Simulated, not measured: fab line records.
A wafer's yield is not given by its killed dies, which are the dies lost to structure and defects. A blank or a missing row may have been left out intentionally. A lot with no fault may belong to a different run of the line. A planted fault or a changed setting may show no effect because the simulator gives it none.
Chamber matching / flow n5_finfet / N5_SD_EPI_N_ETCH_16 on rie_diel-05: 4 sister chambers
The step etches SiO2 in CHF3/O2, target depth 5 nm. 16 wafers are shown with their chamber, then 8 later ones without.

## EACH WAFER AND ITS CHAMBER
wafer=L080.1; chamber=3; drypump_motor_current_A (A)=4.9; showerhead_plenum_p_Torr (Torr)=2.56; throttle_valve_pct (%)=18.75
wafer=L080.3; chamber=0; drypump_motor_current_A (A)=5.4; showerhead_plenum_p_Torr (Torr)=2.37; throttle_valve_pct (%)=19.08
wafer=L080.6; chamber=0; drypump_motor_current_A (A)=5.4; showerhead_plenum_p_Torr (Torr)=2.37; throttle_valve_pct (%)=19.10
wafer=L083.1; chamber=0; drypump_motor_current_A (A)=5.4; showerhead_plenum_p_Torr (Torr)=2.37; throttle_valve_pct (%)=19.10
wafer=L083.3; chamber=2; drypump_motor_current_A (A)=5.8; showerhead_plenum_p_Torr (Torr)=2.24; throttle_valve_pct (%)=19.19
wafer=L083.5; chamber=1; drypump_motor_current_A (A)=5.5; showerhead_plenum_p_Torr (Torr)=2.46; throttle_valve_pct (%)=19.01
wafer=L085.2; chamber=1; drypump_motor_current_A (A)=5.4; showerhead_plenum_p_Torr (Torr)=2.46; throttle_valve_pct (%)=19.03
wafer=L085.5; chamber=1; drypump_motor_current_A (A)=5.5; showerhead_plenum_p_Torr (Torr)=2.46; throttle_valve_pct (%)=19.03
wafer=L085.6; chamber=2; drypump_motor_current_A (A)=5.8; showerhead_plenum_p_Torr (Torr)=2.23; throttle_valve_pct (%)=19.20
wafer=L088.1; chamber=0; drypump_motor_current_A (A)=5.4; showerhead_plenum_p_Torr (Torr)=2.36; throttle_valve_pct (%)=19.12
wafer=L088.2; chamber=1; drypump_motor_current_A (A)=5.5; showerhead_plenum_p_Torr (Torr)=2.45; throttle_valve_pct (%)=19.05
wafer=L088.4; chamber=3; drypump_motor_current_A (A)=4.9; showerhead_plenum_p_Torr (Torr)=2.55; throttle_valve_pct (%)=18.80
wafer=L090.1; chamber=1; drypump_motor_current_A (A)=5.4; showerhead_plenum_p_Torr (Torr)=2.45; throttle_valve_pct (%)=19.05
wafer=L090.4; chamber=3; drypump_motor_current_A (A)=4.9; showerhead_plenum_p_Torr (Torr)=2.55; throttle_valve_pct (%)=18.78
wafer=L090.6; chamber=3; drypump_motor_current_A (A)=4.9; showerhead_plenum_p_Torr (Torr)=2.55; throttle_valve_pct (%)=18.79
wafer=L091.2; chamber=2; drypump_motor_current_A (A)=5.8; showerhead_plenum_p_Torr (Torr)=2.23; throttle_valve_pct (%)=19.21

SIGNATURES, as means of the wafers listed above
reading=drypump_motor_current_A; chamber 0=5.400; chamber 1=5.460; chamber 2=5.800; chamber 3=4.900; scatter within a chamber=0.0316
reading=showerhead_plenum_p_Torr; chamber 0=2.3675; chamber 1=2.4560; chamber 2=2.2333; chamber 3=2.5525; scatter within a chamber=0.0053
reading=throttle_valve_pct; chamber 0=19.1000; chamber 1=19.0340; chamber 2=19.2000; chamber 3=18.7800; scatter within a chamber=0.0171
Rule: a wafer's distance from a chamber is the root of the sum, over the readings, of the square of ((its reading less the chamber's mean) divided by the reading's scatter). If the next closest chamber is less than 2 further off than the closest, the wafer can't be placed; otherwise it belongs to the closest. The scatter: take each reading less its chamber's mean, square it, sum over the shown wafers, divide by the number of wafers less the number of chambers, and take the root.

## WAFERS WITHOUT THEIR CHAMBER
wafer=L091.3; drypump_motor_current_A (A)=4.9; showerhead_plenum_p_Torr (Torr)=2.55; throttle_valve_pct (%)=18.80
wafer=L091.6; drypump_motor_current_A (A)=5.8; showerhead_plenum_p_Torr (Torr)=2.23; throttle_valve_pct (%)=19.23
wafer=L092.1; drypump_motor_current_A (A)=4.9; showerhead_plenum_p_Torr (Torr)=2.55; throttle_valve_pct (%)=18.81
wafer=L092.2; drypump_motor_current_A (A)=5.8; showerhead_plenum_p_Torr (Torr)=2.23; throttle_valve_pct (%)=19.23
wafer=L092.3; drypump_motor_current_A (A)=5.5; showerhead_plenum_p_Torr (Torr)=2.45; throttle_valve_pct (%)=19.04
wafer=L097.3; drypump_motor_current_A (A)=5.5; showerhead_plenum_p_Torr (Torr)=2.45; throttle_valve_pct (%)=19.07
wafer=L097.4; drypump_motor_current_A (A)=5.4; showerhead_plenum_p_Torr (Torr)=2.36; throttle_valve_pct (%)=19.14
wafer=L097.5; drypump_motor_current_A (A)=5.4; showerhead_plenum_p_Torr (Torr)=2.36; throttle_valve_pct (%)=19.14

## EACH ONE'S CHAMBER
wafer=L091.3; from the rows above=3; in truth=3
wafer=L091.6; from the rows above=2; in truth=2
wafer=L092.1; from the rows above=3; in truth=3
wafer=L092.2; from the rows above=2; in truth=2
wafer=L092.3; from the rows above=1; in truth=1
wafer=L097.3; from the rows above=1; in truth=1
wafer=L097.4; from the rows above=0; in truth=0
wafer=L097.5; from the rows above=0; in truth=0
8 of 8 placed correctly. Number that these rows cannot place: 0. Number placed wrongly: 0.
